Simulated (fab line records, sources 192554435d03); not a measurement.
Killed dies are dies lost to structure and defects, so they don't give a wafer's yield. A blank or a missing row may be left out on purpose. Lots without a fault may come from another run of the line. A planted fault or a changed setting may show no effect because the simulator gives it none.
Split-lot experiment | flow n5_finfet | 7 lots, 21 wafers read, on a route of 1938 steps

THE SPLIT
At N5_BEOL_M7_ETCH_61 (etches SiARC in CF4, target depth 45.5 nm, time 75.8 s), the setting source_w was moved away from the recipe's 545 W on 10 of the 21 wafers read, by -17.4% to +13.3%. The other wafers ran this setting at the recipe's value.

The reading is taken at the split's own step.

THE READING
rf_vpp_V, in V, at N5_BEOL_M7_ETCH_61 (etches SiARC in CF4, target depth 45.5 nm, time 75.8 s). Fault-free wafers of this fab line usually give 184.3 V, standard deviation 1.1 V.

wafer  | tool, chamber at the split | source_w as run, W | against the recipe | rf_vpp_V, V | against lot-mates on the recipe
L080.2 | rie_diel-06, 0             | 491.2              | -9.9%              | 192.0       | no lot-mate on the recipe
L080.3 | rie_diel-06, 2             | 491.2              | -9.9%              | 190.8       | no lot-mate on the recipe
L080.6 | rie_diel-06, 3             | 491.2              | -9.9%              | 189.6       | no lot-mate on the recipe
L086.2 | rie_diel-05, 1             | 545                | recipe             | 184.1       | -
L086.3 | rie_diel-05, 2             | 450.4              | -17.4%             | 197.3       | +13.4
L086.5 | rie_diel-05, 3             | 545                | recipe             | 183.7       | -
L084.1 | rie_diel-06, 3             | 475.1              | -12.8%             | 191.5       | +8.2
L084.4 | rie_diel-06, 2             | 475.1              | -12.8%             | 191.4       | +8.1
L084.5 | rie_diel-06, 2             | 545                | recipe             | 183.3       | -
L088.1 | rie_diel-06, 1             | 545                | recipe             | 185.3       | -
L088.4 | rie_diel-06, 3             | 616.5              | +13.1%             | 175.7       | -8.3
L088.5 | rie_diel-06, 3             | 545                | recipe             | 182.7       | -
L087.4 | rie_diel-05, 0             | 617.6              | +13.3%             | 176.7       | -7.7
L087.5 | rie_diel-05, 1             | 545                | recipe             | 184.4       | -
L087.6 | rie_diel-05, 2             | 545                | recipe             | 184.3       | -
L091.1 | rie_diel-05, 2             | 545                | recipe             | 184.1       | -
L091.3 | rie_diel-05, 1             | 545                | recipe             | 184.5       | -
L091.6 | rie_diel-05, 1             | 545                | recipe             | 184.7       | -
L096.1 | rie_diel-05, 2             | 545                | recipe             | 183.3       | -
L096.5 | rie_diel-05, 2             | 477.3              | -12.4%             | 193.5       | +10.2
L096.6 | rie_diel-05, 1             | 477.3              | -12.4%             | 193.1       | +9.8

THE FIT
A straight line over all 21 wafers: rf_vpp_V changes by -0.66 V for each +1% of source_w; r = -0.99; the points scatter about the line by 0.96 V.
The same after taking each lot's own level away (the mean of its wafers on the recipe; 18 wafers): -0.69 V for each +1%; r = -0.99; scatter 0.88 V.
On that fit, the largest move of source_w shifts the reading by 12 V.
The lots' own levels span 183.30 to 184.43 V, that is 1.0 times the standard deviation above.
So the lot-to-lot level changes the slope little: the two slopes agree.
Check: with one of the wafers moved furthest among these (-17.4%) left out of the fit, the line predicts +11.9 V for it against its lot-mates. It came out at +13.4 V against them.
Tool readings at the split's step, against how far the setting was moved: etch_rf_on_time_s r = -0.97; rf_vpp_V r = -0.99.

OTHER SPLITS ON THESE WAFERS
These wafers also went through other splits before the reading. Each is held against what the fit with the lots' levels taken away leaves over:
other split on the same wafers | wafers away from the commonest value | r with rf_vpp_V (lot level and that fit taken away)
N5_BEOL_M5_EXPOSE_25 dose_mj   | 8                                    | +0.27

THE WHOLE CHAIN: every reading that the file lists as answering this split, in the file's order
step               | what it does                                           | reading           | change (the file's fit)              | r (the file's)
N5_BEOL_M7_ETCH_61 | etches SiARC in CF4, target depth 45.5 nm, time 75.8 s | etch_rf_on_time_s | withheld for each +1% of the setting | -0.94
N5_BEOL_M7_ETCH_61 | etches SiARC in CF4, target depth 45.5 nm, time 75.8 s | rf_vpp_V          | -0.692 V for each +1% of the setting | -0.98

THE FILE'S OWN FIT
rf_vpp_V changes by -0.692 V for each +1% of source_w, r = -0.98.
